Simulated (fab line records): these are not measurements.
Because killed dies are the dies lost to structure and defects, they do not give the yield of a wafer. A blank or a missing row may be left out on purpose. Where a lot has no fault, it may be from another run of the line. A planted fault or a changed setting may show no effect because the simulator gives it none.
Chamber matching -- flow n5Finfet -- rieDiel-06 running N5_BEOL_M8_ETCH_61: 4 sister chambers
The step etches SiARC in CF4, target depth 45.5 nm, time 75.8 s. 4 wafers are shown with their chamber, then 9 later ones without.

WAFERS PAIRED WITH THEIR CHAMBERS
wafer,chamber,showerheadPlenumPTorr (Torr)
L075.2,2,2.29
L080.6,3,2.04
L081.3,1,2.12
L081.6,0,2.21

WAFERS WITH NO CHAMBER GIVEN
wafer,showerheadPlenumPTorr (Torr)
L085.1,2.11
L085.2,2.20
L085.3,2.04
L086.3,2.04
L086.5,2.11
L086.6,2.20
L091.2,2.03
L091.3,2.11
L091.6,2.11

WHICH CHAMBER EACH ONE RAN IN
wafer,from the rows above,in truth
L085.1,1,1
L085.2,0,0
L085.3,3,3
L086.3,3,3
L086.5,1,1
L086.6,0,0
L091.2,3,3
L091.3,1,1
L091.6,1,1
Correct placement for 9 of the 9. Left unplaced by these rows: 0. 0 placed wrongly.
How it was worked out, from the rows above alone: a wafer's distance from a chamber is the root of the sum, over the readings, of the square of ((its reading less the chamber's mean) divided by the reading's scatter). If the next closest chamber is less than 2 further off than the closest, the wafer can't be placed; otherwise it belongs to the closest. The mean given for a chamber averages the wafers shown for that chamber. The scatter: with one shown wafer a chamber, the root of the mean of the squares of how far each hidden wafer lies from its nearest shown one.
